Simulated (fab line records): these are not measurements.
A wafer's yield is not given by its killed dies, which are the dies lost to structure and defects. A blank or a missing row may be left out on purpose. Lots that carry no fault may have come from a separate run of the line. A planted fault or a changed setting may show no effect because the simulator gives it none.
Which tool did it? :: flow nand harc :: at 1 step of a route of 1159, 24 lots with 72 wafers sampled

== WHAT THE GAUGES READ, wafer by wafer ==
NHARC_A_ONON_D1_THK_MEAS_18: measures by ellipsometry.
lot: L076
measured: day 8 02:43
on: film metro-01
thk nm (nm): 1016 1014 1015

lot: L074
measured: day 8 02:43
on: film metro-02
thk nm (nm): 1009 1008 1009

lot: L075
measured: day 8 08:31
on: film metro-01
thk nm (nm): 1009 1012 1012

lot: L078
measured: day 8 21:12
on: film metro-02
thk nm (nm): 1001 1002 1001

lot: L077
measured: day 8 21:13
on: film metro-01
thk nm (nm): 1009 1008 1012

lot: L080
measured: day 9 07:29
on: film metro-01
thk nm (nm): 1004 1004 1003

lot: L079
measured: day 9 07:29
on: film metro-02
thk nm (nm): 1005 1007 1005

lot: L081
measured: day 9 17:58
on: film metro-02
thk nm (nm): 983 983 985

lot: L082
measured: day 9 17:59
on: film metro-01
thk nm (nm): 1005 1003 1004

lot: L083
measured: day 10 08:47
on: film metro-02
thk nm (nm): 1009 1010 1010

lot: L084
measured: day 10 08:47
on: film metro-02
thk nm (nm): 990 990 990

lot: L085
measured: day 10 17:57
on: film metro-02
thk nm (nm): 991 992 991

lot: L087
measured: day 11 01:56
on: film metro-01
thk nm (nm): 1025 1027 1027

lot: L086
measured: day 11 01:56
on: film metro-02
thk nm (nm): 1018 1018 1019

lot: L090
measured: day 11 22:04
on: film metro-02
thk nm (nm): 1016 1015 1016

lot: L089
measured: day 11 22:05
on: film metro-02
thk nm (nm): 986 987 985

lot: L088
measured: day 11 22:05
on: film metro-02
thk nm (nm): 999 998 999

lot: L091
measured: day 12 11:25
on: film metro-02
thk nm (nm): 1011 1011 1011

lot: L092
measured: day 12 11:25
on: film metro-01
thk nm (nm): 996 999 998

lot: L094
measured: day 13 00:25
on: film metro-01
thk nm (nm): 990 992 990

lot: L093
measured: day 13 00:27
on: film metro-02
thk nm (nm): 1004 1006 1006

lot: L095
measured: day 13 03:46
on: film metro-02
thk nm (nm): 986 985 986

lot: L097
measured: day 13 07:14
on: film metro-01
thk nm (nm): 998 996 995

lot: L096
measured: day 13 07:15
on: film metro-02
thk nm (nm): 1009 1009 1010

== WHAT TOOL EACH LOT RAN ON (gives the tool, then ch and the chambers of the sampled wafers, and finally the start) ==
Before these readings, the record contains no process step.

== WHAT THE TOOLS THEMSELVES READ (means of the sampled wafers that have a number; where no wafer has one, the mark that the record gives instead) ==
The record holds no such reading with a usual standard deviation.

== THE ANSWER, worked out from the rows above alone ==
Rule: usual is defined by the lots themselves. The widest of any qualifying gaps counts: lots, ordered by their means at a reading, are off when they make up no more than a third of the lots, leave a main group of 4 or more, and stand apart from it by 3 or more times the standard deviation of that group's means. The tables above print the reading to a certain number of digits; a main group whose means all agree to those digits is not used. A lot without any number at a reading at which 4 lots or more have one is off too. The other lots that the step has rows for count as sound. The gauges are gone through in route order, then the tools' own readings, and for those a lot's mean is taken as printed above. At the first step where some lot is off, the reading lying furthest off is the one used; lots without a number count as furthest.
Nothing can be told from this: no lot is off at any reading shown.

== WHAT THE SIMULATOR HAD INSERTED ==
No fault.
